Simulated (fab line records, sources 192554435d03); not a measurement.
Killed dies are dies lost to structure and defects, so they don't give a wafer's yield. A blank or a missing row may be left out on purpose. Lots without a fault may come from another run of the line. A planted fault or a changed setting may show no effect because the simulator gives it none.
Which tool did it? | flow n5_finfet | 11 lots, 33 wafers sampled, at 1 step of a route of 1938

WHAT THE GAUGES READ, wafer by wafer
N5_MIM_TOP_LITHO_INSPECT_12: inspects for defects (macro). Usual: raw_defect_count 2.1, standard deviation 1.4.
lot  | measured     | on                | raw_defect_count | flag
L285 | day 12 17:52 | defect_inspect-02 | 5 4 4            |
L286 | day 13 12:50 | defect_inspect-01 | 2 4 4            |
L292 | day 14 06:08 | defect_inspect-02 | 0 3 1            |
L290 | day 15 00:01 | defect_inspect-02 | 2 1 2            |
L293 | day 15 08:34 | defect_inspect-02 | 2 2 1            |
L291 | day 15 10:08 | defect_inspect-01 | 6 4 0            |
L297 | day 16 04:53 | defect_inspect-02 | 0 3 2            |
L299 | day 16 12:16 | defect_inspect-02 | 1 4 4            |
L298 | day 16 15:03 | defect_inspect-02 | 2 1 2            |
L305 | day 17 12:32 | defect_inspect-01 | 0 2 1            |
L306 | day 18 22:37 | defect_inspect-02 | 1 3 1            |

WHICH TOOL RAN EACH LOT (tool, then ch and the chambers of the sampled wafers, then the start)
The record holds no process step before these readings.

WHAT THE TOOLS THEMSELVES READ (means of the sampled wafers that have a number; where no wafer has one, the mark that the record gives instead)
The record holds no such reading with a usual standard deviation.

THE ANSWER, worked out from the rows above alone
Rule: a lot is off if the mean of its wafers that have a number lies more than 3 standard deviations from the usual mean. A lot without any number at a reading at which 4 lots or more have one is off too. The other lots that the step has rows for count as sound. The gauges are gone through in route order, then the tools' own readings, and for those a lot's mean is taken as printed above. The first step at which some lot is off is used, and at that step the reading that is off furthest; a lot without a number counts as furthest.
No lot is off at any reading shown: from this, nothing can be told.

WHAT THE SIMULATOR HAD PUT IN
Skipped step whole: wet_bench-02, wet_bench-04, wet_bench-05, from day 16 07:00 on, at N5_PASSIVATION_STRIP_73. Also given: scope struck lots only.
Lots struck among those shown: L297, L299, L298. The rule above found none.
